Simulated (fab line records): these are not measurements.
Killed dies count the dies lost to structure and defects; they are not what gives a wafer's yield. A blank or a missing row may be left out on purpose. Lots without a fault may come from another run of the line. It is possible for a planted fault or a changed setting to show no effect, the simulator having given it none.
fab line records	flow n5_finfet
record lots=7	wafers=21
route steps=1938 shown BEOL_M12@1608 BEOL_M13@1706 BEOL_M15@1809 MIM_BOT@1833 MIM_TOP@1835 PAD_METAL@1895 PASSIVATION@1901
start_h: hours from the record's opening day to when the first of the lot's shown wafers began	wait_h: hours from the lot's prior step to this one	" as in the row above	L1.1+2: a row that stands for several wafers	- no value, or no start given	* or withheld: withheld	< > ~ a bound
route shown NAME@n: names a module that has steps shown in the file, with the first one's number in the route	usual: mean/standard deviation of fault-free wafers	same: alike in all rows	chamber/n: place in a boat	sites: readings site by site	_std_site: how widely they spread, as a standard deviation	_edge_site: the outer-site mean with the inner-site mean subtracted	radius_mm: for every site, how far away it sits from the centre of the wafer	mask NAME#n: copy n	behind: the most recent tool/chamber to have shaped the wafer	hold: why the lot went on hold/how many hours it stayed there/how the hold came to an end	device: the n, p or np transistor that did not switch	end of line: the same wafers' tests at the end of the route	a step without rows: its recipe alone	killed: not the wafer's yield, but the dies lost to structure and defects at the first sort	map: dies across one wafer; x = killed, . = not, _ = none there
set.NAME: setting as actually run; set.NAME@STEP: the setting as run at that earlier step	model.NAME: the simulator's own value behind a step, which no gauge read
one table per step and one row per wafer, for lots whose settings were changed on purpose
## steps
# step N5_BEOL_M12_EXPOSE_07
# recipe mask_id=V11	na=0.93	source_shape=conventional	sigma_outer=0.6	polarization=unpolarized	attpsm_phase_deg=180	dose_mj=32.5
lot.wafer	tool	chamber	start_h	wait_h	mask	set.dose_mj
L077.1	krf_scanner-01	0	243.55	-	V11#0	30.84
L077.2+5	"	0	"	"	V11#0	32.5
L078.1+6	krf_scanner-01	0	245.87	-	V11#0	31.66
L078.4	"	0	"	"	V11#0	32.5
L086.2+4+5	krf_scanner-02	0	305.57	-	V11#0	32.5
L087.2+5	krf_scanner-02	0	307.88	-	V11#0	32.5
L087.3	"	0	"	"	V11#0	33.87
L093.1+2+6	krf_scanner-01	0	347.64	-	V11#0	32.5
L094.3+4+5	krf_scanner-01	0	363.97	-	V11#0	32.5
L097.3+4	krf_scanner-01	0	395.37	-	V11#0	31.58
L097.6	"	0	"	"	V11#0	32.5
# step N5_BEOL_M12_PEB_08
# recipe peb_temp_c=130	peb_time_s=90
# step N5_BEOL_M12_DEVELOP_09
# recipe develop_time_s=45	rinse_liquid=diw	dry=air_spin	dev_temp_c=21
# step N5_BEOL_M12_HARDBAKE_14
# recipe temp_c=130	time_s=120
# step N5_BEOL_M12_CD_MEAS_10
# recipe target_cd_nm=140	landing_energy_ev=500	detector=se_inlens	polarity=opening
# usual cd_nm=140.2/1.8
lot.wafer	tool	chamber	start_h	wait_h	set.dose_mj@BEOL_M12_EXPOSE_07	cd_nm
L077.1	cd_sem-03	0	243.72	-	30.84	135.6
L077.2	"	0	"	"	32.5	140.6
L077.5	"	0	"	"	32.5	141.8
L078.1	cd_sem-03	0	246.05	-	31.66	136.5
L078.4	"	0	"	"	32.5	141.7
L078.6	"	0	"	"	31.66	136.6
L086.2	cd_sem-02	0	305.74	-	32.5	139.8
L086.4	"	0	"	"	32.5	138.9
L086.5	"	0	"	"	32.5	141.3
L087.2	cd_sem-03	0	308.05	-	32.5	136.9
L087.3	"	0	"	"	33.87	146.2
L087.5	"	0	"	"	32.5	138.6
L093.1	cd_sem-01	0	347.81	-	32.5	141.4
L093.2	"	0	"	"	32.5	143.0
L093.6	"	0	"	"	32.5	140.7
L094.3	cd_sem-03	0	364.13	-	32.5	138.9
L094.4	"	0	"	"	32.5	139.6
L094.5	"	0	"	"	32.5	139.5
L097.3	cd_sem-01	0	395.53	-	31.58	135.2
L097.4	"	0	"	"	31.58	136.9
L097.6	"	0	"	"	32.5	137.1
# step N5_BEOL_M13_SPUTTER_44
# recipe material=Ta	target_thk_a=100	temp_c=50	bias_v=80	power_w=15000	chamber_pressure_pa=0.07	time_s=16.13
lot.wafer	tool	chamber	start_h	wait_h	set.time_s	model.Ta_of_BEOL_M13_SPUTTER_44.thk_nm
L077.1+2	pvd_sputter-01	-	257.49	0.0	16.13	10
L077.5	"	-	"	"	16.13	9.8
L078.1	pvd_sputter-01	-	258.07	0.0	14.74	9.2
L078.4	"	-	"	"	16.13	10.2
L078.6	"	-	"	"	16.13	10
L086.2+4	pvd_sputter-03	-	313.87	0.0	16.13	10
L086.5	"	-	"	"	16.13	9.6
L087.2	pvd_sputter-02	-	319.07	0.0	16.13	9.6
L087.3	"	-	"	"	14.87	9
L087.5	"	-	"	"	14.87	9.2
L093.1+6	pvd_sputter-03	-	362.07	0.0	16.13	10.2
L093.2	"	-	"	"	16.13	9.8
L094.3	pvd_sputter-02	-	378.02	0.0	16.93	10.4
L094.4+5	"	-	"	"	16.13	9.8
L097.3+6	pvd_sputter-01	-	402.99	0.0	16.82	10.4
L097.4	"	-	"	"	16.13	10
# step N5_BEOL_M15_TRENCH_ETCH_34
# recipe chemistry=C4F8/O2/Ar	target=SiO2	target_depth_a=8729.3	he_inner_torr=15	he_outer_torr=30	time_s=199	ion_energy_ev=800	pressure_mtorr=20	source_w=1905	bias_w=2040	Ar_flow_sccm=400	C4F8_flow_sccm=16	O2_flow_sccm=12
# usual rf_vpp_V=2223/65
lot.wafer	tool	chamber	start_h	wait_h	set.bias_w	rf_vpp_V
L077.1	rie_diel-02	0	267.16	0.0	2040	2246
L077.2	"	2	"	"	2040	2255
L077.5	"	0	"	"	2040	2245
L078.1	rie_diel-03	0	267.47	0.0	2192	2285
L078.4	"	3	"	"	2192	2360
L078.6	"	1	"	"	2040	2199
L086.2	rie_diel-03	2	322.56	0.0	2040	2165
L086.4	"	0	"	"	2040	2172
L086.5	"	2	"	"	2040	2166
L087.2	rie_diel-03	2	334.84	0.0	2040	2166
L087.3	"	3	"	"	2201	2366
L087.5	"	2	"	"	2201	2284
L093.1	rie_diel-02	0	373.18	0.0	2300	2438
L093.2	"	2	"	"	2040	2292
L093.6	"	3	"	"	2040	2166
L094.3	rie_diel-02	3	387.94	0.0	2040	2166
L094.4	"	3	"	"	2277	2340
L094.5	"	2	"	"	2277	2472
L097.3	rie_diel-03	0	416.80	0.1	1945	2099
L097.4	"	3	"	"	2040	2214
L097.6	"	3	"	"	2040	2214
# step N5_MIM_BOT_SPUTTER_00
# recipe material=TiN	target_thk_a=350	temp_c=200	power_w=3000	chamber_pressure_pa=0.49996	gas=Ar	reactive_partial_pa=0.37997	time_s=89.7
lot.wafer	tool	chamber	start_h	wait_h	set.time_s	model.TiN_of_MIM_BOT_SPUTTER_00.thk_nm
L078.1	pvd_sputter-03	-	278.06	0.0	89.7	35
L078.4	"	-	"	"	89.7	34.4
L078.6	"	-	"	"	89.7	34.8
L077.1+2	pvd_sputter-02	-	282.08	0.0	89.7	35.2
L077.5	"	-	"	"	84.5	33.2
L086.2	pvd_sputter-02	-	333.07	0.0	89.7	36.2
L086.4+5	"	-	"	"	89.7	35.8
L087.2	pvd_sputter-03	-	341.69	0.0	98.53	38.4
L087.3	"	-	"	"	98.53	39
L087.5	"	-	"	"	89.7	34.8
L093.1	pvd_sputter-03	-	380.84	0.0	89.7	35.2
L093.2	"	-	"	"	89.7	34.4
L093.6	"	-	"	"	96.06	37.6
L094.3	pvd_sputter-03	-	392.21	0.0	78.69	30
L094.4	"	-	"	"	89.7	34.8
L094.5	"	-	"	"	78.69	30.8
L097.3	pvd_sputter-01	-	421.14	0.0	89.7	35
L097.4	"	-	"	"	96.37	37.4
L097.6	"	-	"	"	96.37	37.6
# step N5_MIM_TOP_ALD_01
# recipe material=HfO2	target_thk_a=56	temp_c=withheld	ald_precursor_family=Hf-amide	ald_co_reactant=O3	pulse_time_s=1	purge_time_s=3	co_reactant_purge_time_s=2	co_reactant_pulse_time_s=3	ald_cycles=62
lot.wafer	tool	chamber	start_h	wait_h	set.ald_cycles	model.HfO2_of_MIM_TOP_ALD_01.thk_nm
L078.1	ald_hk-01	3	-	-	62	5.6
L078.4+6	"	0	"	"	70	6.4
L077.1+5	ald_hk-02	3	-	-	54	4.8
L077.2	"	2	"	"	62	5.6
L086.2+4+5	ald_hk-01	1,3,3	-	-	62	5.6
L087.2+3	ald_hk-02	1,3	-	-	67	6
L087.5	"	0	"	"	62	5.6
L093.1	ald_hk-03	3	-	-	57	5.2
L093.2+6	"	1,2	"	"	62	5.6
L094.3+4+5	ald_hk-02	2,0,2	-	-	62	5.6
L097.3+4	ald_hk-02	2,1	-	-	62	5.6
L097.6	"	2	"	"	71	6.4
# step N5_PASSIVATION_SPUTTER_20
# recipe material=TaN	target_thk_a=500	temp_c=25	chamber_pressure_pa=0.4
lot.wafer	tool	chamber	start_h	wait_h	set.target_thk_a	model.TaN_of_PASSIVATION_SPUTTER_20.thk_nm
L078.1	pvd_sputter-03	-	284.83	0.0	544.5	54.4
L078.4	"	-	"	"	500	51
L078.6	"	-	"	"	544.5	54.6
L077.1	pvd_sputter-03	-	289.67	0.0	500	51
L077.2	"	-	"	"	561.2	56.4
L077.5	"	-	"	"	561.2	57
L086.2	pvd_sputter-02	-	338.66	0.0	500	50.8
L086.4	"	-	"	"	500	48.6
L086.5	"	-	"	"	500	49.6
L087.2	pvd_sputter-02	-	348.74	0.0	472.8	47.2
L087.3	"	-	"	"	500	50.2
L087.5	"	-	"	"	472.8	47.4
L093.1	pvd_sputter-02	-	385.89	0.0	500	49.4
L093.2	"	-	"	"	477.7	48.2
L093.6	"	-	"	"	500	51.4
L094.3	pvd_sputter-01	-	400.77	0.0	539	54.4
L094.4	"	-	"	"	539	53.8
L094.5	"	-	"	"	539	52.8
L097.3	pvd_sputter-03	-	427.76	0.0	500	51
L097.4	"	-	"	"	500	49.2
L097.6	"	-	"	"	500	50.2
# step N5_PASSIVATION_EXPOSE_27
# recipe mask_id=PAD	na=0.55	source_shape=conventional	sigma_outer=0.8	polarization=unpolarized	defocus_nm=0	dose_mj=32.3
lot.wafer	tool	chamber	start_h	wait_h	mask	set.dose_mj
L078.1	krf_scanner-02	0	285.22	-	PAD#0	32.3
L078.4+6	"	0	"	"	PAD#0	33.73
L077.1	krf_scanner-01	0	290.19	-	PAD#0	32.3
L077.2+5	"	0	"	"	PAD#0	30.06
L086.2+4+5	krf_scanner-02	0	339.06	-	PAD#0	32.3
L087.2+3	krf_scanner-02	0	349.27	-	PAD#0	32.3
L087.5	"	0	"	"	PAD#0	33.18
L093.1+6	krf_scanner-02	0	386.28	-	PAD#0	34.07
L093.2	"	0	"	"	PAD#0	32.3
L094.3+4	krf_scanner-01	0	401.30	-	PAD#0	30.26
L094.5	"	0	"	"	PAD#0	32.3
L097.3+4+6	krf_scanner-02	0	428.17	-	PAD#0	32.3
# step N5_PASSIVATION_PEB_28
# recipe peb_temp_c=withheld	peb_time_s=*
# step N5_PASSIVATION_DEVELOP_29
# recipe develop_time_s=60	rinse_liquid=diw	dry=air_spin	dev_temp_c=21
# step N5_PASSIVATION_HARDBAKE_31
# recipe temp_c=130	time_s=120
# step N5_PASSIVATION_CD_MEAS_30
# recipe target_cd_nm=4000	landing_energy_ev=500	detector=se_inlens	polarity=opening
# usual cd_nm=4000.1/2.6
lot.wafer	tool	chamber	start_h	wait_h	set.dose_mj@PASSIVATION_EXPOSE_27	cd_nm
L078.1	cd_sem-03	0	285.40	-	32.3	3996.2
L078.4	"	0	"	"	33.73	4005.4
L078.6	"	0	"	"	33.73	4004.4
L077.1	cd_sem-02	0	290.36	-	32.3	4001.3
L077.2	"	0	"	"	30.06	3983.9
L077.5	"	0	"	"	30.06	3986.7
L086.2	cd_sem-02	0	339.23	-	32.3	4002.2
L086.4	"	0	"	"	32.3	4001.5
L086.5	"	0	"	"	32.3	4003.8
L087.2	cd_sem-02	0	349.44	-	32.3	3999.1
L087.3	"	0	"	"	32.3	4001.5
L087.5	"	0	"	"	33.18	4006.4
L093.1	cd_sem-03	0	386.46	-	34.07	4009.5
L093.2	"	0	"	"	32.3	4000.0
L093.6	"	0	"	"	34.07	4012.4
L094.3	cd_sem-01	0	401.47	-	30.26	3992.0
L094.4	"	0	"	"	30.26	3991.4
L094.5	"	0	"	"	32.3	3998.9
L097.3	cd_sem-03	0	428.33	-	32.3	3997.3
L097.4	"	0	"	"	32.3	4000.3
L097.6	"	0	"	"	32.3	4002.4
## key
split step=N5_BEOL_M12_EXPOSE_07	setting=dose_mj	stated=32.5	by=wafer
response step=N5_BEOL_M12_CD_MEAS_10	reading=cd_nm	change=+1.38	per=1%	r=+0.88
split step=N5_BEOL_M13_SPUTTER_44	setting=time_s	stated=16.13	by=wafer
response step=N5_BEOL_M13_SPUTTER_44	reading=model.Ta_of_BEOL_M13_SPUTTER_44.thk_nm	change=+0.0918	per=1%	r=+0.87
split step=N5_BEOL_M15_TRENCH_ETCH_34	setting=bias_w	stated=2040	by=wafer
response step=N5_BEOL_M15_TRENCH_ETCH_34	reading=rf_vpp_V	change=+18.7	per=1%	r=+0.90
split step=N5_MIM_BOT_SPUTTER_00	setting=time_s	stated=89.7	by=wafer
response step=N5_MIM_BOT_SPUTTER_00	reading=model.TiN_of_MIM_BOT_SPUTTER_00.thk_nm	change=+0.368	per=1%	r=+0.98
split step=N5_MIM_TOP_ALD_01	setting=ald_cycles	stated=62	by=wafer
response step=N5_MIM_TOP_ALD_01	reading=model.HfO2_of_MIM_TOP_ALD_01.thk_nm	change=+0.0575	per=1%	r=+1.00
split step=N5_PASSIVATION_SPUTTER_20	setting=target_thk_a	stated=500	by=wafer
response step=N5_PASSIVATION_SPUTTER_20	reading=model.TaN_of_PASSIVATION_SPUTTER_20.thk_nm	change=+0.454	per=1%	r=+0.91
split step=N5_PASSIVATION_EXPOSE_27	setting=dose_mj	stated=32.3	by=wafer
response step=N5_PASSIVATION_CD_MEAS_30	reading=cd_nm	change=+1.88	per=1%	r=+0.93
